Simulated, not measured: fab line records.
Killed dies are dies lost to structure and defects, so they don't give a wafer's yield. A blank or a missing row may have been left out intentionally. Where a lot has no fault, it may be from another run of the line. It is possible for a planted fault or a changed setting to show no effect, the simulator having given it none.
Struck lot and sound lot, side by side -- flow n5 finfet -- 39 steps out of a route of 1938
Sound: wafers L196.1, L196.4, L196.6. Struck: wafer L189.5 (left out: L189.6, a lot-mate that was not struck); the cause follows at the end.
Each step with rows lists, per side, the tool, then ch with its chambers, then its first start. Under that, the readings that differ: sound wafers -- struck wafers -- difference of the means -- sigmas: that difference in standard deviations of wafers without a fault.
alike: same words and numbers on both sides, and readings whose means sit less than 2 such deviations apart. not compared: any withheld reading, any reading some wafer has no value for, any bound like >300 that may hide the same value, and any number with overlapping values for which the record gives no deviation.
A row with sigmas, a row that says differs or no value, or rows on one side alone: a step with any of these is where the two part. Non-overlapping numbers with no deviation appear without sigmas and do not part them. Lack of a reading on every wafer of one side parts them only where that side has two or more wafers.

first, 9 steps without rows for these wafers: N5_BEOL_M13_SOFTBAKE_23 (time 60 s); N5_BEOL_M13_EXPOSE_25 (exposes mask M13, target cd 210 nm); N5_BEOL_M13_PEB_26 (peb time 90 s); N5_BEOL_M13_DEVELOP_27 (develop time 45 s); N5_BEOL_M13_HARDBAKE_32 (time 120 s); N5_BEOL_M13_DESCUM_33 (chemistry O2, time 7.9 s); N5_BEOL_M13_ETCH_67 (etches SiARC in CF4, target depth 143 nm, time 238.3 s); N5_BEOL_M13_ETCH_68 (etches SOC in N2/H2, time 355 s); N5_BEOL_M13_STRIP_69 (strips in N2/H2).
N5_BEOL_M13_TRENCH_ETCH_34: etches SiOC in C4F8/O2/Ar, target depth 413.47 nm, time 162.6 s.
  sound on rie diel-01 ch 0,2, day 16 18:13; struck on rie diel-06 ch 1, day 14 15:15
reading,sound,struck,difference,sigmas
drypump motor current A (A),5.4 5.5 5.5,6.5,+1.0,+2
model.etch.depth nm (nm),401.6 418 421.7,463.6,+49.8,
  alike: oes product au, rf vpp V, showerhead plenum p Torr, throttle valve pct
  not compared: rf hours counter h
then, 1 step without rows for these wafers: N5_BEOL_M13_STRIP_70 (strips in C4F8/O2/Ar).
N5_BEOL_M13_OCD_MEAS_35:
  sound on ocd-02 at day 16 18:23; struck on ocd-01 at day 14 15:22
reading,sound,struck,difference,sigmas
trench depth nm (nm),401 418 422,464,+50,+5
then, 11 steps without rows for these wafers: N5_BEOL_M13_STRIP_37 (strips in N2/H2); N5_BEOL_M13_ETCH_38 (etches SiCN in CF4/N2, target depth 67.5 nm, time 71.9 s); N5_BEOL_M13_PRECLEAN_39 (cleans in residue remover, time 60 s); N5_BEOL_M13_SRD_40 (time 30 s, dry time 30 s); N5_BEOL_M13_DEGAS_41 (time 60 s); N5_BEOL_M13_PRE_CLEAN_42 (time 30 s); N5_BEOL_M13_SPUTTER_43 (material TaN, target thk 15 nm, time 24.19 s); N5_BEOL_M13_SPUTTER_44 (material Ta, target thk 10 nm, time 16.13 s); N5_BEOL_M13_SPUTTER_45 (material Cu, target thk 80 nm, time 13.33 s); N5_BEOL_M13_ECD_47 (material Cu, target thk 936 nm); N5_BEOL_M13_ANNEAL_48 (time 90 s).
N5_BEOL_M13_CMP_49: polishes, stops on SiOC, t overpolish 17.1 s, target thk 420 nm.
  sound on cmp-01 ch 0,3, day 17 00:02; struck on cmp-02 ch 1, day 14 20:43
reading,sound,struck,difference,sigmas
overpolish run s (s),17.096 17.097 17.104,17.077,-0.022,-2
model.Cu_of_BEOL_M13_ECD_47.thk nm (nm),407.4 425.2 428.8,468.6,+48.1,
  alike: barrier field endpoint s, head pressure psi, motor current A
N5_BEOL_M13_THK_MEAS_50: measures by xrf.
  sound on film metro-01 at day 17 00:20; struck on film metro-02 at day 14 20:52
reading,sound,struck,difference,sigmas
M13_THK (nm),405 423 426,465,+47,+5
then, 2 steps without rows for these wafers: N5_BEOL_M13_PRE_CLEAN_52 (time 15 s); N5_BEOL_M13_DEP_53 (deposits SiCN from 3MS/NH3, target thk 50 nm, time 17.8 s).
N5_BEOL_M13_RS_MEAS_54: uses a four-point probe to measure.
  sound on film metro-02 at day 17 00:28; struck on film metro-01 at day 14 20:59
reading,sound,struck,difference,sigmas
M13_RS (ohm/sq),0.0466 0.0444 0.0441,0.0403,-0.0047,-4
then, 9 steps without rows for these wafers: N5_BEOL_M14_ILD_DEP_00 (deposits SiO2 from TEOS/O2, target thk 1119.3 nm, time 237.4 s); N5_BEOL_M14_COAT_58 (time 60 s, resist thk 89 nm); N5_BEOL_M14_COAT_04 (resist thk 800 nm); N5_BEOL_M14_EBR_06; N5_BEOL_M14_SOFTBAKE_05 (time 60 s); N5_BEOL_M14_EXPOSE_07 (exposes mask V13); N5_BEOL_M14_PEB_08 (peb time 90 s); N5_BEOL_M14_DEVELOP_09 (develop time 45 s); N5_BEOL_M14_HARDBAKE_14 (time 120 s).
N5_BEOL_M15_RC_MEAS_101:
  sound on prober-01 ch 0, day 17 18:28; struck on prober-01 ch 0, day 15 14:11
reading,sound,struck,difference,sigmas
COMB_M6 (S/m),3.9e-11 2.5e-11 3.7e-11,2e-11,-1e-11,-3
SERP_M10 (ohm/um),3.12 3.01 3.05,3.31,+0.25,+2
SERP_M13 (ohm/um),0.312 0.293 0.294,0.277,-0.023,-3
SERP_M13_max_site (ohm/um),0.315 0.294 0.296,0.280,-0.022,-3
SERP_M5 (ohm/um),41.1 41.7 46.3,38.1,-4.9,-2
SERP_M5_max_site (ohm/um),43.0 42.7 48.2,39.2,-5.4,-2
  alike: COMB_M10, COMB_M11, COMB_M12, COMB_M13, COMB_M14, COMB_M15, COMB_M5, COMB_M7, COMB_M8, COMB_M9, SERP_M11, SERP_M12, SERP_M14, SERP_M14_max_site, SERP_M6, SERP_M7, SERP_M8, SERP_M9
N5_PASSIVATION_PROBE_49:
  sound on prober-02 at day 18 13:34; struck on prober-02 at day 16 04:41
reading,sound,struck,difference,sigmas
killed_at_M4_up,29 22 28,9,-17,-3
  alike: defect limited yield, killed_at_M0_to_M3, killed at contacts, killed at front end, killed at other, killed dies, killed open, killed short, sort_bin_5_function, sort_bin_6_memory, sort n pass, sort yield pct

== WHERE THEY PART ==
First at N5_BEOL_M13_TRENCH_ETCH_34; last, within this record, at N5_PASSIVATION_PROBE_49.

WHY: the cause the simulator had injected
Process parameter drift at N5_BEOL_M13_TRENCH_ETCH_34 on rie diel-06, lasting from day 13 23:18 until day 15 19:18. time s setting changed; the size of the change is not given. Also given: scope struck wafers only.
